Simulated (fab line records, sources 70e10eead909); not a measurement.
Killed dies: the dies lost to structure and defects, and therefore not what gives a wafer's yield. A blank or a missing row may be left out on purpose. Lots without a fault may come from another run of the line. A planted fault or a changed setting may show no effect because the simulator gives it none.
Matching of chambers    flow nandHarc    NHARC_A_STAIRCASE_CMP_152 on cmp-01: 4 sister chambers
The step polishes. 20 wafers are shown with their chamber, then 10 later ones without.

== EACH WAFER AND ITS CHAMBER ==
wafer   chamber  motorCurrentA (A)
L075.2  3        10.1
L075.3  0        14.0
L075.4  1        12.4
L075.1  2        11.3
L075.5  1        12.1
L075.6  0        13.4
L079.1  3        10.4
L079.2  2        11.9
L079.5  1        11.7
L080.1  3        10.3
L080.2  2        11.7
L080.4  0        13.6
L080.3  1        12.1
L080.5  1        12.5
L080.6  0        13.8
L083.1  1        12.3
L083.2  2        12.3
L083.5  3        10.5
L087.1  3        10.4
L087.5  1        12.0

SIGNATURES (means of the wafers above)
reading        chamber 0  chamber 1  chamber 2  chamber 3  scatter within a chamber
motorCurrentA  13.700     12.157     11.800     10.340     0.279
Rule: for a wafer and a chamber, the distance is found by dividing, reading by reading, the gap between the wafer's reading and the chamber's mean by the reading's scatter, squaring, summing and taking the root. The wafer belongs to the nearest chamber; if the next one is less than 2 further off, it can't be placed. How the scatter is found: for the shown wafers, subtract from each reading the mean of its chamber, square and add these, divide the total by (wafers less chambers), then take the root.

== WAFERS MISSING THEIR CHAMBER ==
wafer   motorCurrentA (A)
L087.6  12.0
L091.2  13.4
L091.3  12.8
L091.6  12.2
L094.1  11.9
L094.3  12.4
L094.6  13.1
L097.2  11.4
L097.4  12.2
L097.5  13.8

== WHICH CHAMBER EACH WENT THROUGH ==
wafer   from the rows above           in truth
L087.6  can't be placed: 1 or 2       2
L091.2  0                             0
L091.3  can't be placed: 1 or 0 or 2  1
L091.6  can't be placed: 1 or 2       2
L094.1  can't be placed: 2 or 1       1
L094.3  can't be placed: 1 or 2       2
L094.6  can't be placed: 0 or 1       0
L097.2  can't be placed: 2 or 1       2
L097.4  can't be placed: 1 or 2       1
L097.5  0                             0
Correct placement for 2 of the 10. Not placeable from these rows: 8 (in 8, the candidates include the true chamber). Placed wrongly: 0.
